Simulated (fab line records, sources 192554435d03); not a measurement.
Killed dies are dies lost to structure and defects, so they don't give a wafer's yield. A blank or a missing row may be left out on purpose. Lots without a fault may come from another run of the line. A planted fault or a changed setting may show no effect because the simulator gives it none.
Which tool did it? | flow n5_finfet | 7 lots, 19 wafers sampled, at 4 steps of a route of 1938

WHAT THE GAUGES READ, wafer by wafer
N5_BEOL_M11_CD_MEAS_18: pitch 140 nm, target cd 70 nm.
lot  | measured     | on        | cd_nm (nm)
L953 | day 11 04:04 | cd_sem-03 | 69.7 69.6 69.0
L960 | day 12 05:42 | cd_sem-02 | 69.7 69.5 70.0
L961 | day 12 11:19 | cd_sem-03 | 70.5 69.3 69.3
L967 | day 14 17:40 | cd_sem-03 | 70.8 69.3 70.4
L972 | day 16 08:07 | cd_sem-02 | 70.4 70.2
L973 | day 16 14:38 | cd_sem-03 | 70.1 68.9 70.6
L976 | day 17 10:14 | cd_sem-02 | 70.2 69.7

WHICH TOOL RAN EACH LOT (tool, then ch and the chambers of the sampled wafers, then the start)
lot  | N5_BEOL_M10_TRENCH_ETCH_37                  | N5_BEOL_M11_HM_DEP_02        | N5_BEOL_M11_HM_OPEN_17
L953 | rie_diel-05 ch 0,1, day 10 21:08 or earlier | pvd_sputter-01, day 11 02:41 | rie_metal-01 ch 0,1, day 11 03:37
L960 | rie_diel-05 ch 1,2, day 12 00:25 or earlier | pvd_sputter-01, day 12 04:32 | rie_metal-01 ch 0,1, day 12 05:25
L961 | rie_diel-06 ch 2,3, day 12 04:18 or earlier | pvd_sputter-01, day 12 09:31 | rie_metal-02 ch 0, day 12 11:01
L967 | rie_diel-04 ch 0,1, day 14 12:13 or earlier | pvd_sputter-02, day 14 16:38 | rie_metal-02 ch 0,1, day 14 17:29
L972 | rie_diel-06 ch 3, day 16 00:25 or earlier   | pvd_sputter-02, day 16 07:02 | rie_metal-03 ch 0, day 16 07:53
L973 | rie_diel-04 ch 0,3, day 16 07:05 or earlier | pvd_sputter-02, day 16 13:28 | rie_metal-02 ch 0,1, day 16 14:20
L976 | rie_diel-05 ch 1,2, day 17 05:36 or earlier | pvd_sputter-01, day 17 09:15 | rie_metal-01 ch 0, day 17 10:03
- N5_BEOL_M10_TRENCH_ETCH_37: etches SiCOH lowk in C4F6/O2, target depth 148.83 nm, time 48 s.
- N5_BEOL_M11_HM_DEP_02: deposits TiN, target thk 20 nm.
- N5_BEOL_M11_HM_OPEN_17: chemistry Cl2/BCl3, target TiN, target depth 20 nm, overetch 6 nm.

THE ANSWER, worked out from the rows above alone
Rule: what is usual is taken from the lots themselves. Put in order of their means at a reading, lots are off if they are a third of the lots or fewer, leave a main group of 4 or more, and stand apart from it by a gap of 3 or more times the standard deviation of the main group's means; of several such gaps the widest counts. A main group whose means are all the same, to the digits that the tables above print for the reading, isn't used. A lot without any number at a reading at which 4 lots or more have one is off too. The other lots that the step has rows for count as sound.
No lot is off at any reading shown: from this, nothing can be told.

WHAT THE SIMULATOR HAD PUT IN
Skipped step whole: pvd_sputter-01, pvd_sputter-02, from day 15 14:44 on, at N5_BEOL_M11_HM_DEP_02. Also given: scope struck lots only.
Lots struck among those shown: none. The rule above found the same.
